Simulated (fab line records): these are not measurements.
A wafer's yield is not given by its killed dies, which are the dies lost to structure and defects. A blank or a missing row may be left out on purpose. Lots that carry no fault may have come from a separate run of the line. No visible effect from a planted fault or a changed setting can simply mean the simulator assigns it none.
Which of the tools did it? ; flow n5Finfet ; Sampling: 12 lots, 36 wafers, 5 of 1938 route steps

== WHAT THE GAUGES READ, wafer by wafer ==
N5_BEOL_M2_THK_MEAS_01.
lot;measured;on;M2_ILD_THK (nm)
L075;day 6 23:59;filmMetro-02;78.0 78.5 79.4
L077;day 7 17:49;filmMetro-01;78.3 79.4 80.1
L079;day 7 21:50;filmMetro-02;77.9 77.9 79.1
L081;day 8 09:49;filmMetro-02;79.0 79.5 80.5
L083;day 9 00:11;filmMetro-02;78.4 80.0 79.4
L085;day 9 04:16;filmMetro-01;79.5 81.4 79.0
L087;day 10 02:46;filmMetro-02;78.7 81.1 80.1
L088;day 10 16:58;filmMetro-01;77.7 79.6 79.1
L090;day 11 01:40;filmMetro-02;78.8 80.0 80.4
L093;day 11 12:42;filmMetro-01;79.7 80.0 80.1
L095;day 12 00:22;filmMetro-01;78.8 79.8 79.4
L097;day 12 13:07;filmMetro-02;79.2 79.6 78.9

== TOOL THAT RAN EACH LOT (tool first, then ch and the chambers of the sampled wafers, then the start) ==
lot;N5_BEOL_M1_ETCH_70;N5_BEOL_M1_SPUTTER_96;N5_BEOL_M1_CO_CAP_55;N5_BEOL_M2_ILD_DEP_00
L075;rieDiel-05 ch 0,1,2, day 6 15:55;pvdSputter-03, day 6 19:09;cvdCo-01 ch 0,2, day 6 23:40;pecvd-01 ch 1,2, day 6 23:55
L077;rieDiel-05 ch 1,2, day 7 10:17;pvdSputter-01, day 7 13:16;cvdCo-01 ch 1,2, day 7 17:31;pecvd-01 ch 0,1, day 7 17:45
L079;rieDiel-05 ch 0,2,3, day 7 13:14;pvdSputter-01, day 7 16:31;cvdCo-01 ch 1,2, day 7 21:32;pecvd-03 ch 0,1,2, day 7 21:46
L081;rieDiel-02 ch 1,2,3, day 7 23:10;pvdSputter-01, day 8 02:02;cvdCo-01 ch 1,2, day 8 09:31;pecvd-01 ch 1,2, day 8 09:46
L083;rieDiel-04 ch 0,1,2, day 8 20:06;pvdSputter-03, day 8 22:59;cvdCo-01 ch 0,1, day 8 23:51;pecvd-03 ch 1,2, day 9 00:07
L085;rieDiel-05 ch 0,2,3, day 8 23:08;pvdSputter-03, day 9 02:52;cvdCo-01 ch 1,2, day 9 03:57;pecvd-03 ch 0,1,2, day 9 04:12
L087;rieDiel-05 ch 0,1, day 9 20:21;pvdSputter-02, day 10 01:30;cvdCo-02 ch 1,2, day 10 02:26;pecvd-03 ch 0,1, day 10 02:41
L088;rieDiel-02 ch 0,1,3, day 10 12:19;pvdSputter-01, day 10 15:46;cvdCo-01 ch 0,2, day 10 16:38;pecvd-03 ch 1,2, day 10 16:54
L090;rieDiel-04 ch 1,2,3, day 10 21:14;pvdSputter-01, day 11 00:29;cvdCo-01 ch 0,2, day 11 01:22;pecvd-04 ch 0,2, day 11 01:36
L093;rieDiel-02 ch 0,1, day 11 08:29;pvdSputter-02, day 11 11:31;cvdCo-01 ch 0,2, day 11 12:23;pecvd-01 ch 1,2, day 11 12:38
L095;rieDiel-02 ch 0,1,3, day 11 18:23;pvdSputter-03, day 11 23:05;cvdCo-01 ch 1,2, day 12 00:03;pecvd-04 ch 0,2, day 12 00:18
L097;rieDiel-02 ch 0,1,2, day 12 07:16;pvdSputter-02, day 12 10:52;cvdCo-02 ch 0,1,2, day 12 12:49;pecvd-01 ch 0,1,2, day 12 13:04
- N5_BEOL_M1_ETCH_70: etches SOC in N2/H2, target depth 80 nm, overetch 16 nm, time 120 s.
- N5_BEOL_M1_SPUTTER_96: material Cu, target thk 4.5 nm, time 8.29 s.
- N5_BEOL_M1_CO_CAP_55: material Co, precursor CCTBA/H2, target thk 2 nm, time 102.1 s.
- N5_BEOL_M2_ILD_DEP_00: deposits SiOC from DEMS/O2, target thk 79 nm, time 15.3 s.

== THE ANSWER, worked out from the rows above alone ==
Rule: the lots themselves supply what counts as usual. The widest of any qualifying gaps counts: lots, ordered by their means at a reading, are off when they make up no more than a third of the lots, leave a main group of 4 or more, and stand apart from it by 3 or more times the standard deviation of that group's means. A main group is skipped when, at the precision printed for the reading in the tables above, its means are all equal. Also off: a lot with no number at a reading for which 4 or more lots have one. The other lots that the step has rows for count as sound.
None of the lots is off at any reading shown; this tells nothing.

== WHAT THE SIMULATOR HAD PUT IN ==
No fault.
